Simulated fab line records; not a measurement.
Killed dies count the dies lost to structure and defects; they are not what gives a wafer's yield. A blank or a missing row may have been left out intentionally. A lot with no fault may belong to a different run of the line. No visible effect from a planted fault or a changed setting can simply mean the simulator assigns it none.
Split-lot trial -- flow n5_finfet -- 21 wafers read across 7 lots, on a route 1938 steps long

ON THE SPLIT
At N5_BEOL_M1_ETCH_64 (etches SOC in N2/H2, target depth 75 nm, overetch 15 nm, time 112.5 s), the setting source_w was moved away from the recipe's 840 W on 8 of the 21 wafers read, by -16.9% to +8.2%. All remaining wafers had this setting at the recipe value.

The reading is taken at the split's own step.

THE READING
rf_vpp_V, in V, at N5_BEOL_M1_ETCH_64 (etches SOC in N2/H2, target depth 75 nm, overetch 15 nm, time 112.5 s). Typical for fault-free wafers on this fab line: 523.2 V, with standard deviation 2.7 V.

wafer,"tool, chamber at the split","source_w as run, W",against the recipe,"rf_vpp_V, V",against lot-mates on the recipe
L074.1,"rie_diel-01, 3",777.7,-7.4%,537.2,+13.7
L074.2,"rie_diel-01, 1",840,recipe,522.3,-
L074.3,"rie_diel-01, 0",840,recipe,524.7,-
L081.1,"rie_diel-06, 3",735.8,-12.4%,544.5,+17.9
L081.3,"rie_diel-06, 0",735.8,-12.4%,547.1,+20.5
L081.4,"rie_diel-06, 2",840,recipe,526.6,-
L086.3,"rie_diel-01, 0",797.7,-5.0%,532.7,+8.0
L086.4,"rie_diel-01, 2",840,recipe,525.4,-
L086.5,"rie_diel-01, 2",840,recipe,524.0,-
L090.1,"rie_diel-02, 0",840,recipe,529.7,-
L090.3,"rie_diel-02, 2",840,recipe,518.5,-
L090.4,"rie_diel-02, 1",840,recipe,526.9,-
L092.3,"rie_diel-06, 2",840,recipe,525.1,-
L092.5,"rie_diel-06, 2",908.6,+8.2%,512.5,-8.7
L092.6,"rie_diel-06, 1",840,recipe,517.2,-
L095.3,"rie_diel-01, 2",840,recipe,523.3,-
L095.4,"rie_diel-01, 3",840,recipe,520.6,-
L095.6,"rie_diel-01, 1",758.3,-9.7%,541.1,+19.1
L096.1,"rie_diel-01, 2",698.4,-16.9%,556.4,+33.4
L096.3,"rie_diel-01, 1",840,recipe,523.0,-
L096.4,"rie_diel-01, 0",698.4,-16.9%,555.5,+32.5

FIT RESULTS
A straight line over all 21 wafers: rf_vpp_V changes by -1.81 V for each +1% of source_w; r = -0.97; the points scatter about the line by 2.9 V.
The same after taking each lot's own level away (the mean of its wafers on the recipe; 21 wafers): -1.75 V for each +1%; r = -0.97; scatter 3.1 V.
The reading moves by 29 V for the largest change in source_w, on that fit.
The span of the lots' own levels, 521.15 to 526.60 V, comes to 2.0 times the standard deviation stated above.
Hence the lot-to-lot level has little effect on the slope; both slopes agree.
Check: with one of the wafers moved furthest among these (-16.9%) left out of the fit, the line predicts +28.7 V for it against its lot-mates. It came out at +33.4 V against them.
Tool readings at the split's step, against how far the setting was moved: rf_vpp_V r = -0.97.

OTHER SPLITS APPLIED TO THESE WAFERS
These wafers also went through other splits before the reading. Each is held against what the fit with the lots' levels taken away leaves over:
other split on the same wafers,wafers away from the commonest value,r with rf_vpp_V (lot level and that fit taken away)
N5_GATE_CUT_COAT_35 spin_rpm,5,+0.15
N5_MOL_CONTACT_COAG_SPUTTER_143 target_thk_a,9,+0.17
N5_MOL_CONTACT_COAG_ALD_27 time_s,8,+0.07
N5_BEOL_M0_SAQP_MANDREL_ETCH_20 icp_w,10,-0.20
N5_BEOL_M0_SAQP_COAT_105 spin_rpm,4,-0.05
N5_BEOL_M1_EXPOSE_08 dose_mj,5,+0.13

THE FILE'S OWN FIT
rf_vpp_V changes by -1.75 V for each +1% of source_w, r = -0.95.
